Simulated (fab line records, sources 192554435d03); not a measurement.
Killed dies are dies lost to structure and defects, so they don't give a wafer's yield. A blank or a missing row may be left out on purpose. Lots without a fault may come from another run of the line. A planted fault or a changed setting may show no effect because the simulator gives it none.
Chamber matching | flow n5_finfet | N5_BEOL_M12_ILD_DEP_00 on pecvd-01: 3 sister chambers
The step deposits SiOC from DEMS/O2, target thk 658.92 nm, time 130.7 s. 6 wafers are shown with their chamber, then 9 later ones without.

WAFERS WITH THEIR CHAMBER
wafer  | chamber | throttle_valve_pct (%) | showerhead_plenum_p_Torr (Torr)
L081.5 | 0       | 13.0                   | 5.684
L083.3 | 0       | 12.7                   | 5.679
L090.4 | 2       | 11.7                   | 5.693
L085.2 | 1       | 11.2                   | 5.699
L085.3 | 2       | 11.7                   | 5.697
L085.4 | 1       | 11.2                   | 5.698

WAFERS WITHOUT THEIR CHAMBER
wafer  | throttle_valve_pct (%) | showerhead_plenum_p_Torr (Torr)
L089.1 | 11.3                   | 5.708
L089.2 | 12.8                   | 5.692
L089.4 | 10.9                   | 5.704
L091.3 | 12.8                   | 5.682
L091.4 | 11.1                   | 5.691
L091.5 | 11.4                   | 5.701
L096.1 | 11.3                   | 5.697
L096.2 | 12.7                   | 5.684
L096.5 | 13.0                   | 5.690

WHICH CHAMBER EACH WENT THROUGH
wafer  | from the rows above     | in truth
L089.1 | 1                       | 1
L089.2 | 0                       | 0
L089.4 | 1                       | 1
L091.3 | 0                       | 0
L091.4 | 1                       | 1
L091.5 | can't be placed: 1 or 2 | 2
L096.1 | 1                       | 1
L096.2 | 0                       | 0
L096.5 | 0                       | 0
Placed correctly: 8 of 9. Can't be placed from these rows: 1 (the true chamber is among the candidates in 1). Placed wrongly: 0.
How it was worked out, from the rows above alone: a wafer's distance from a chamber is the root of the sum, over the readings, of the square of ((its reading less the chamber's mean) divided by the reading's scatter). The wafer belongs to the nearest chamber; if the next one is less than 2 further off, it can't be placed. A chamber's mean is the mean of its shown wafers. The scatter: the root of (the sum of the squares of (reading less its chamber's mean) over the shown wafers, divided by (wafers less chambers)).
